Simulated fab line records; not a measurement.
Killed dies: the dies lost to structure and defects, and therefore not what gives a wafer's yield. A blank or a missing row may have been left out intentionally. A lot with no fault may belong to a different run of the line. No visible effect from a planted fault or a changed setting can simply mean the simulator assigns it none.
Which tool was responsible? :: flow nand_harc :: 6 lots with 16 wafers sampled at 5 steps, on a route of 1302 steps

WHAT THE GAUGES READ, wafer by wafer
NHARC_END_SORT_01.
lot: L398
measured: day 26 08:40
on: prober-01
killed_at_array: 78 79

lot: L401
measured: day 28 08:08
on: prober-01
killed_at_array: 91 74

WHAT TOOL EACH LOT RAN ON (gives the tool, then ch and the chambers of the sampled wafers, and finally the start)
lot: L398
NHARC_P_GATE_RTA_64: rtp_anneal-02 ch 0, day 7 17:35
NHARC_P_CONTACT_DEP_30: pecvd-01 ch 0, day 7 19:04
NHARC_P_CONTACT_ALD_22: ald_metal-04 ch 3, day 7 22:47
NHARC_P_CONTACT_CVD_23: cvd_w-02 ch 0, day 26 08:40 or earlier

lot: L401
NHARC_P_GATE_RTA_64: rtp_anneal-01 ch 0, day 8 21:20
NHARC_P_CONTACT_DEP_30: pecvd-02 ch 0, day 8 22:39
NHARC_P_CONTACT_ALD_22: ald_metal-04 ch 0,3, day 9 02:14
NHARC_P_CONTACT_CVD_23: cvd_w-02 ch 0, day 28 08:08 or earlier

lot: L407
NHARC_P_GATE_RTA_64: rtp_anneal-01 ch 0, day 11 20:04
NHARC_P_CONTACT_DEP_30: pecvd-02 ch 0,1,2, day 11 21:25
NHARC_P_CONTACT_ALD_22: ald_metal-02 ch 0,2,3, day 12 00:53
NHARC_P_CONTACT_CVD_23: cvd_w-01 ch 0,1, no start

lot: L409
NHARC_P_GATE_RTA_64: rtp_anneal-02 ch 0, day 12 11:16
NHARC_P_CONTACT_DEP_30: pecvd-01 ch 0,1, day 12 12:38
NHARC_P_CONTACT_ALD_22: ald_metal-02 ch 0,2, day 12 16:22
NHARC_P_CONTACT_CVD_23: cvd_w-01 ch 0, no start

lot: L412
NHARC_P_GATE_RTA_64: rtp_anneal-01 ch 0, day 13 11:53
NHARC_P_CONTACT_DEP_30: pecvd-03 ch 0,1,2, day 13 13:22
NHARC_P_CONTACT_ALD_22: ald_metal-02 ch 2,3, day 13 16:48
NHARC_P_CONTACT_CVD_23: cvd_w-01 ch 0,1, no start

lot: L415
NHARC_P_GATE_RTA_64: rtp_anneal-02 ch 0, day 14 16:47
NHARC_P_CONTACT_DEP_30: pecvd-03 ch 0,1, day 14 18:06
NHARC_P_CONTACT_ALD_22: ald_metal-03 ch 0,1,3, day 14 21:40
NHARC_P_CONTACT_CVD_23: cvd_w-01 ch 0,1, no start
- NHARC_P_GATE_RTA_64: time 1 s.
- NHARC_P_CONTACT_DEP_30: deposits SiNx, target thk 30 nm.
- NHARC_P_CONTACT_ALD_22: deposits TiN, target thk 3 nm, pulse time 1 s, ald cycles 150.
- NHARC_P_CONTACT_CVD_23: deposits W, target thk 200 nm, time 557 s.

THE ANSWER, worked out from the rows above alone
Rule: what is usual is taken from the lots themselves. Put in order of their means at a reading, lots are off if they are a third of the lots or fewer, leave a main group of 4 or more, and stand apart from it by a gap of 3 or more times the standard deviation of the main group's means; of several such gaps the widest counts. If all means in a main group match to the digits the tables above print for the reading, that group is not used. A lot without any number at a reading at which 4 lots or more have one is off too. Where the step has rows for the other lots, those lots are counted as sound.
Across all readings shown, no lot is off: no conclusion can be drawn from this.

WHAT HAD BEEN PUT IN BY THE SIMULATOR
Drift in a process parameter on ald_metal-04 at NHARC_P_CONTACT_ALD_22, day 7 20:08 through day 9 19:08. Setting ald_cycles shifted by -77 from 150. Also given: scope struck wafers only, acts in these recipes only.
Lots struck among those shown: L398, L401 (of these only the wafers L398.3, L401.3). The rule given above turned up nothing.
